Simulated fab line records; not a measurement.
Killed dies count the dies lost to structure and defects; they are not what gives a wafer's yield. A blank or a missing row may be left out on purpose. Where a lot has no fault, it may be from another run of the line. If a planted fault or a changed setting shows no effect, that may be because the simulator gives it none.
Matching of chambers + flow n5-finfet + 3 sister chambers for N5_BEOL_M9_CURE_72 on uv-cure-01
The step cures SiCOH lowk, time 120 s. 6 wafers are shown with their chamber, then 12 later ones without.

== WAFERS, EACH WITH ITS CHAMBER ==
| wafer  | chamber | wafer_temp_C_max | lamp-power-pct (%) |
|--------|---------|------------------|--------------------|
| L075.5 | 2       | 371.1            | 52.26              |
| L075.6 | 2       | 371.1            | 52.23              |
| L086.3 | 1       | 370.5            | 52.32              |
| L086.4 | 1       | 371.2            | 52.33              |
| L089.4 | 0       | 371.3            | 52.25              |
| L089.6 | 0       | 371.2            | 52.32              |

== WAFERS WITHOUT THEIR CHAMBER ==
| wafer  | wafer_temp_C_max | lamp-power-pct (%) |
|--------|------------------|--------------------|
| L091.1 | 370.8            | 52.30              |
| L091.4 | 370.7            | 52.30              |
| L091.5 | 370.7            | 52.24              |
| L093.1 | 370.8            | 52.27              |
| L093.4 | 371.5            | 52.34              |
| L093.6 | 371.6            | 52.29              |
| L096.1 | 371.7            | 52.27              |
| L096.3 | 371.3            | 52.34              |
| L096.5 | 371.1            | 52.22              |
| L095.3 | 371.4            | 52.34              |
| L095.5 | 371.2            | 52.32              |
| L095.6 | 371.4            | 52.38              |

== WHICH CHAMBER EACH WENT THROUGH ==
| wafer  | from the rows above          | in truth |
|--------|------------------------------|----------|
| L091.1 | can't be placed: 1 or 0 or 2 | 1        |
| L091.4 | can't be placed: 1 or 0 or 2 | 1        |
| L091.5 | can't be placed: 2 or 0 or 1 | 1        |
| L093.1 | can't be placed: 2 or 0 or 1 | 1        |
| L093.4 | can't be placed: 0 or 1 or 2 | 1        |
| L093.6 | can't be placed: 0 or 2 or 1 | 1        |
| L096.1 | can't be placed: 0 or 2 or 1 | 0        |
| L096.3 | can't be placed: 1 or 0 or 2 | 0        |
| L096.5 | can't be placed: 2 or 0      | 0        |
| L095.3 | can't be placed: 0 or 1 or 2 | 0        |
| L095.5 | can't be placed: 0 or 1 or 2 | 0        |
| L095.6 | can't be placed: 1 or 0 or 2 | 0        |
Correctly placed: 0 of 12. Can't be placed from these rows: 12 (the true chamber is among the candidates in 12). Placed wrongly: 0.
How it was worked out, from the rows above alone: a wafer's distance from a chamber is the root of the sum, over the readings, of the square of ((its reading less the chamber's mean) divided by the reading's scatter). If the next closest chamber is less than 2 further off than the closest, the wafer can't be placed; otherwise it belongs to the closest. Each chamber's mean is taken over the wafers shown for it. The scatter: take each reading less its chamber's mean, square it, sum over the shown wafers, divide by the number of wafers less the number of chambers, and take the root.
